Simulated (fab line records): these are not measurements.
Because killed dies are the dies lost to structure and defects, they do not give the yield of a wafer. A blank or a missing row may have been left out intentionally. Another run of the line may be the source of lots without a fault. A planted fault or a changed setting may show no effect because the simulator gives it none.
fab line records -- flow n5-finfet -- part 2 of 2: steps 5 to 6 of 6
[record] lots = 22, wafers = 66, last-day = 18
route steps=1938 shown BEOL_M5@1162 BEOL_M6@1194
lots that met no fault: from a run of the same line without faults
start-h: hours from the record's opening day to when the first of the lot's shown wafers began -- wait-h: hours from the lot's prior step to this one -- " same as the row above -- L1.1+2: several wafers, shown together as one row -- - no value present, or no start provided -- * or withheld: withheld -- < > ~ a bound
route shown NAME@n: a module of which the file shows steps, and the number in the route of the first -- usual: mean/standard deviation taken from wafers without a fault -- same: alike in all rows -- chamber/n: place in a boat -- sites: readings site by site -- _std_site: how widely they spread, as a standard deviation -- _edge_site: inner sites' mean taken away from outer sites' mean -- radius-mm: how far each site lies from the wafer's centre -- mask NAME#n: copy n -- behind: the most recent tool/chamber to have shaped the wafer -- hold: cause of the lot's hold/its duration in hours/its outcome -- device: names the non-switching transistor (n, p or np) -- end of line: at the end of the route, the tests of the same wafers -- for a step that has no rows: nothing shown but its recipe -- killed: not the wafer's yield, but the dies lost to structure and defects at the first sort -- map: a wafer's dies, x killed, . not, _ none there
set.NAME: the run value of the setting; set.NAME@STEP: its run value at that earlier step -- model.NAME: the simulator's own value behind a step, which no gauge read
route steps across a sampled set of lots; one table per step, one row per wafer
services: when a tool's chamber went out of use (start-h, in hours from the record's first day, below 0 if earlier), for how many hours, and the reason
[[steps]]
[step N5_BEOL_M6_ILD_DEP_00]
[recipe] material = SiCOH_lowk, target-thk-a = 1797.5, temp-c = 300, precursor = DEMS/porogen, pressure-torr = 5, rf-w = 500, time-s = 33.4
[usual] heater-power-w = 309/67, showerhead-plenum-p-Torr = 5.739/0.019, susceptor-temp-C = 299.98/0.19, throttle-valve-pct = 13.8/0.8
lot.wafer,tool,chamber,start-h,wait-h,heater-power-w,showerhead-plenum-p-Torr,susceptor-temp-C,throttle-valve-pct
L074.4,pecvd-01,1,187.77,0.1,440,5.776,299.85,14.7
L074.5,pecvd-01,2,187.77,0.1,309,5.714,300.21,13.2
L074.6,pecvd-01,0,187.77,0.1,273,5.746,299.96,13.3
L076.3,pecvd-04,0,188.06,0.0,263,5.750,299.70,13.0
L076.4,pecvd-04,1,188.06,0.0,253,5.705,299.85,13.5
L076.6,pecvd-04,2,188.06,0.0,301,5.756,300.00,14.9
L077.1,pecvd-04,1,199.31,0.0,250,5.713,300.19,13.5
L077.2,pecvd-04,0,199.31,0.0,212,5.738,299.95,12.9
L077.6,pecvd-04,0,199.31,0.0,212,5.739,299.92,13.2
L078.3,pecvd-03,1,205.14,0.0,345,5.756,299.95,15.5
L078.4,pecvd-03,0,205.14,0.0,236,5.735,300.08,14.0
L078.5,pecvd-03,1,205.14,0.0,351,5.743,299.83,15.5
L079.1,pecvd-04,1,205.41,0.0,273,5.720,299.67,13.5
L079.4,pecvd-04,1,205.41,0.0,268,5.706,299.89,13.4
L079.5,pecvd-04,1,205.41,0.0,272,5.717,299.67,13.5
L080.2,pecvd-01,2,211.83,0.0,316,5.713,299.89,13.2
L080.3,pecvd-01,0,211.83,0.0,251,5.733,300.11,13.6
L080.5,pecvd-01,2,211.83,0.0,327,5.724,299.89,13.2
L081.2,pecvd-01,2,224.41,0.0,374,5.724,299.77,13.4
L081.3,pecvd-01,1,224.41,0.0,374,5.777,300.01,14.9
L081.6,pecvd-01,0,224.41,0.0,314,5.745,299.54,13.2
L082.1,pecvd-01,1,229.02,0.0,451,5.765,300.14,15.0
L082.4,pecvd-01,0,229.02,0.0,298,5.746,300.16,13.3
L082.5,pecvd-01,2,229.02,0.0,300,5.714,300.06,13.2
L083.1,pecvd-01,1,235.20,0.0,460,5.785,299.77,14.9
L083.3,pecvd-01,0,235.20,0.0,266,5.745,300.09,13.4
L083.4,pecvd-01,1,235.20,0.0,475,5.782,299.89,14.8
L084.1,pecvd-04,0,242.84,0.0,211,5.746,299.78,12.9
L084.3,pecvd-04,2,242.84,0.0,290,5.742,299.97,12.8
L084.6,pecvd-04,2,242.84,0.0,301,5.758,299.73,12.7
L085.1,pecvd-03,2,248.80,0.0,316,5.715,299.93,13.3
L085.4,pecvd-03,2,248.80,0.0,318,5.705,299.90,13.0
L085.5,pecvd-03,1,248.80,0.0,334,5.740,300.00,15.4
L088.2,pecvd-01,2,258.90,0.0,367,5.719,299.87,13.4
L088.3,pecvd-01,0,258.90,0.0,261,5.738,300.02,13.6
L088.4,pecvd-01,0,258.90,0.0,267,5.752,300.08,13.5
L089.2,pecvd-01,0,261.96,0.0,301,5.758,299.97,13.5
L089.3,pecvd-01,2,261.96,0.0,340,5.702,299.71,13.4
L089.4,pecvd-01,0,261.96,0.0,295,5.734,299.69,13.4
L087.1,pecvd-03,2,265.71,0.0,313,5.743,300.17,13.4
L087.3,pecvd-03,1,265.71,0.0,376,5.755,300.04,15.4
L087.5,pecvd-03,0,265.71,0.0,206,5.727,299.97,14.1
L090.1,pecvd-03,0,268.31,0.0,230,5.740,299.64,14.1
L090.3,pecvd-03,2,268.31,0.0,322,5.743,299.75,13.1
L090.4,pecvd-03,1,268.31,0.0,364,5.751,299.86,15.4
L091.3,pecvd-04,0,274.13,0.0,221,5.748,299.71,13.0
L091.4,pecvd-04,2,274.13,0.0,254,5.726,300.08,12.9
L091.5,pecvd-04,1,274.13,0.0,293,5.709,300.06,13.4
L093.1,pecvd-04,2,308.43,0.0,270,5.751,300.09,13.3
L093.4,pecvd-04,0,308.43,0.0,223,5.743,299.90,13.2
L093.5,pecvd-04,1,308.43,0.0,241,5.725,300.10,13.6
L092.4,pecvd-03,2,308.94,0.1,323,5.722,299.82,13.5
L092.5,pecvd-03,1,308.94,0.1,357,5.761,300.51,15.3
L092.6,pecvd-03,0,308.94,0.1,242,5.746,299.85,14.0
L097.2,pecvd-03,0,312.37,0.0,257,5.749,300.12,14.0
L097.3,pecvd-03,1,312.37,0.0,378,5.738,300.22,15.3
L097.5,pecvd-03,0,312.37,0.0,257,5.749,299.89,14.0
L094.1,pecvd-01,0,313.06,0.0,314,5.746,299.81,13.6
L094.2,pecvd-01,2,313.06,0.0,351,5.722,300.16,13.5
L094.4,pecvd-01,2,313.06,0.0,360,5.714,299.99,13.4
L095.2,pecvd-01,2,316.25,0.0,373,5.713,300.04,13.5
L095.3,pecvd-01,0,316.25,0.0,283,5.738,300.04,13.4
L095.6,pecvd-01,0,316.25,0.0,291,5.756,299.89,13.5
L096.3,pecvd-04,1,333.60,0.0,268,5.709,300.10,13.5
L096.4,pecvd-04,0,333.60,0.0,220,5.745,299.74,13.2
L096.5,pecvd-04,1,333.60,0.0,282,5.722,299.80,13.7
[step N5_BEOL_M6_ETCH_61]
[recipe] chemistry = CF4, target = SiARC, target-depth-a = 455, mask-material = CAR-ArF, time-s = 75.8, ion-energy-ev = 80, pressure-mtorr = 40, source-w = 545, bias-w = 36, Ar_flow_sccm = 100, cf4-flow-sccm = 100, ends = cleared
[usual] chamber-pressure-mTorr = 40.00/0.036, drypump-motor-current-A = 5.6/0.42, etch-rf-on-time-s = 76.6/1.7, oes-product-au = 0.66/0.075, rf-vpp-V = 184.6/0.92, showerhead-plenum-p-Torr = 2.19/0.042, throttle-valve-pct = 15.55/0.15
lot.wafer,tool,chamber,start-h,wait-h,chamber-pressure-mTorr,drypump-motor-current-A,etch-rf-on-time-s,oes-product-au,rf-hours-counter-h,rf-vpp-V,showerhead-plenum-p-Torr,throttle-valve-pct
L074.4,rie-diel-01,0,189.17,0.0,40.00,6.4,75.9,0.62,187,185.0,2.22,15.53
L074.5,rie-diel-01,1,189.17,0.0,40.03,5.7,76.1,0.66,-,185.7,2.23,15.47
L074.6,rie-diel-01,0,189.17,0.0,40.01,6.3,75.8,0.63,-,184.3,2.22,15.55
L076.3,rie-diel-01,2,189.42,0.0,40.05,5.2,76.1,0.80,5,184.4,2.18,15.57
L076.4,rie-diel-01,3,189.42,0.0,40.02,6.3,75.8,0.61,214,184.9,2.21,15.74
L076.6,rie-diel-01,3,189.42,0.0,40.02,6.3,74.6,0.63,-,184.6,2.21,15.77
L077.1,rie-diel-03,0,202.37,0.0,40.01,5.8,77.8,0.73,39,185.7,2.27,15.48
L077.2,rie-diel-03,3,202.37,0.0,39.99,5.2,78.9,0.59,206,183.7,2.20,15.62
L077.6,rie-diel-03,1,202.37,0.0,40.03,5.3,77.5,0.73,-,185.7,2.18,15.57
L078.3,rie-diel-03,2,206.44,0.0,40.03,5.3,75.5,0.59,234,184.9,2.20,15.51
L078.4,rie-diel-03,3,206.44,0.0,39.98,5.3,79.3,0.58,207,184.0,2.20,15.60
L078.5,rie-diel-03,2,206.44,0.0,40.02,5.3,75.6,0.58,-,185.6,2.20,15.51
L079.1,rie-diel-01,1,208.41,0.0,39.96,5.7,74.8,0.66,121,185.1,2.23,15.49
L079.4,rie-diel-01,3,208.41,0.0,40.04,6.3,74.8,0.62,222,183.6,2.21,15.80
L079.5,rie-diel-01,3,208.41,0.0,39.99,6.3,74.7,0.62,-,185.6,2.21,15.77
L080.2,rie-diel-05,0,213.18,0.0,40.05,6.4,76.7,0.61,213,184.2,2.20,15.43
L080.3,rie-diel-05,3,213.18,0.0,39.95,5.7,78.0,0.56,251,185.1,2.10,15.98
L080.5,rie-diel-05,3,213.18,0.0,39.97,5.7,77.7,0.57,-,184.5,2.10,15.99
L081.2,rie-diel-03,1,227.00,0.0,39.97,5.3,77.2,0.71,55,183.6,2.18,15.57
L081.3,rie-diel-03,0,227.00,0.0,39.99,5.9,77.5,0.73,47,186.5,2.27,15.49
L081.6,rie-diel-03,0,227.00,0.0,39.95,5.9,77.2,0.73,-,186.0,2.27,15.49
L082.1,rie-diel-01,0,230.98,0.0,39.96,6.4,76.0,0.61,204,185.2,2.21,15.59
L082.4,rie-diel-01,2,230.98,0.0,39.98,5.2,77.4,0.77,20,185.8,2.18,15.62
L082.5,rie-diel-01,2,230.98,0.0,39.96,5.2,77.8,0.76,-,183.6,2.18,15.60
L083.1,rie-diel-03,2,237.48,0.0,39.95,5.3,75.5,0.58,244,184.4,2.20,15.54
L083.3,rie-diel-03,0,237.48,0.0,40.00,5.8,77.6,0.73,50,185.3,2.27,15.47
L083.4,rie-diel-03,3,237.48,0.0,39.91,5.3,80.0,0.57,218,183.5,2.19,15.63
L084.1,rie-diel-05,1,246.32,0.0,39.98,5.1,74.5,0.64,163,184.4,2.12,15.29
L084.3,rie-diel-05,3,246.32,0.0,40.06,5.7,74.9,0.83,3,183.1,2.10,15.48
L084.6,rie-diel-05,0,246.32,0.0,40.01,6.5,77.6,0.59,-,185.0,2.19,15.46
L085.1,rie-diel-03,3,250.76,0.0,39.98,5.2,79.3,0.58,222,183.7,2.19,15.64
L085.4,rie-diel-03,0,250.76,0.0,40.09,5.9,77.8,0.73,55,185.3,2.26,15.49
L085.5,rie-diel-03,2,250.76,0.0,39.98,5.3,76.1,0.57,-,184.9,2.20,15.54
L088.2,rie-diel-03,0,261.66,0.0,40.04,5.8,76.7,0.72,60,185.2,2.26,15.52
L088.3,rie-diel-03,1,261.66,0.0,39.97,5.3,77.9,0.69,68,185.2,2.18,15.60
L088.4,rie-diel-03,3,261.66,0.0,39.99,5.2,78.7,0.57,-,186.3,2.19,15.65
L089.2,rie-diel-05,2,265.14,0.0,40.00,5.9,75.2,0.77,20,183.1,2.19,15.46
L089.3,rie-diel-05,1,265.14,0.0,39.99,5.1,74.4,0.64,171,184.1,2.12,15.30
L089.4,rie-diel-05,3,265.14,0.0,40.00,5.7,74.7,0.81,11,183.3,2.10,15.50
L087.1,rie-diel-03,0,268.30,0.0,40.00,5.9,76.9,0.71,64,184.7,2.26,15.52
L087.3,rie-diel-03,3,268.30,0.0,40.00,5.3,78.5,0.57,231,185.8,2.19,15.66
L087.5,rie-diel-03,3,268.30,0.0,40.03,5.3,78.2,0.57,-,183.8,2.19,15.66
L090.1,rie-diel-03,3,269.69,0.0,40.04,5.2,79.3,0.56,231,184.1,2.19,15.66
L090.3,rie-diel-03,0,269.69,0.0,39.96,5.9,77.7,0.71,64,187.2,2.26,15.53
L090.4,rie-diel-03,0,269.69,0.0,40.00,5.8,78.2,0.71,-,185.5,2.26,15.51
L091.3,rie-diel-01,1,276.74,0.0,40.04,5.6,76.1,0.64,-,184.5,2.22,15.55
L091.4,rie-diel-01,2,276.74,0.0,40.00,5.2,78.2,0.74,-,184.5,2.18,15.65
L091.5,rie-diel-01,2,276.74,0.0,40.01,5.2,77.5,0.75,-,184.2,2.17,15.63
L093.1,rie-diel-05,2,310.73,0.0,39.99,6.0,75.1,0.74,36,185.1,2.18,15.51
L093.4,rie-diel-05,1,310.73,0.0,40.02,5.1,73.6,0.62,-,186.1,2.12,15.31
L093.5,rie-diel-05,3,310.73,0.0,39.93,5.7,74.9,0.77,-,182.6,2.09,15.54
L092.4,rie-diel-03,3,310.89,0.0,39.96,5.3,79.9,0.56,248,186.5,2.18,15.70
L092.5,rie-diel-03,3,310.89,0.0,39.98,5.3,80.5,0.56,-,185.4,2.18,15.67
L092.6,rie-diel-03,0,310.89,0.0,39.99,5.8,79.0,0.69,-,185.5,2.25,15.57
L097.2,rie-diel-03,1,313.91,0.0,40.00,5.3,78.4,0.68,89,183.5,2.17,15.64
L097.3,rie-diel-03,0,313.91,0.0,40.06,5.8,77.8,0.69,83,184.2,2.25,15.55
L097.5,rie-diel-03,2,313.91,0.0,40.05,5.3,73.6,0.80,-,184.9,2.19,15.06
L094.1,rie-diel-05,3,314.61,0.0,40.02,5.7,74.3,0.76,31,182.4,2.09,15.53
L094.2,rie-diel-05,1,314.61,0.0,39.98,5.1,73.6,0.63,189,184.4,2.12,15.34
L094.4,rie-diel-05,1,314.61,0.0,40.01,5.1,73.9,0.63,-,183.0,2.12,15.33
L095.2,rie-diel-01,1,319.21,0.0,39.96,5.7,74.0,0.64,169,183.8,2.21,15.58
L095.3,rie-diel-01,2,319.21,0.0,39.98,5.2,76.6,0.73,51,184.7,2.17,15.67
L095.6,rie-diel-01,2,319.21,0.0,40.05,5.2,76.2,0.73,-,183.0,2.17,15.66
L096.3,rie-diel-01,0,335.71,0.0,40.03,6.4,77.6,0.59,243,184.9,2.20,15.66
L096.4,rie-diel-01,2,335.71,0.0,39.97,5.2,77.7,0.71,-,185.5,2.17,15.68
L096.5,rie-diel-01,1,335.71,0.0,40.03,5.7,75.5,0.62,-,184.8,2.21,15.60
[[services]]
tool,chamber,start-h,hours,kind
pvd-sputter-03,-,172.58,5.0,repair
rie-diel-01,1,182.08,1.6,repair
ald-metal-04,2,186.00,8.6,repair
pecvd-01,-,192.75,2.8,pm
ald-metal-04,3,193.92,7.2,repair
rie-diel-06,-,201.04,0.4,repair
pecvd-04,-,206.89,0.8,repair
rie-diel-04,2,210.52,4.3,repair
pecvd-01,-,214.89,2.5,repair
rie-diel-05,-,228.13,0.4,repair
rie-diel-04,0,233.13,1.3,repair
rie-diel-01,3,235.05,61.9,repair
rie-diel-06,3,237.11,10.1,repair
pecvd-03,-,252.74,1.0,repair
ald-metal-03,-,270.01,1.2,repair
rie-diel-05,2,271.67,4.7,repair
rie-diel-01,0,275.58,5.2,repair
rie-diel-06,2,293.86,4.5,repair
rie-diel-06,3,298.24,2.1,repair
rie-diel-03,1,302.27,7.5,repair
pecvd-01,2,307.36,4.2,repair
rie-diel-01,0,317.42,11.6,repair
rie-diel-01,3,320.48,100.8,repair
rie-diel-03,2,326.80,3.5,repair
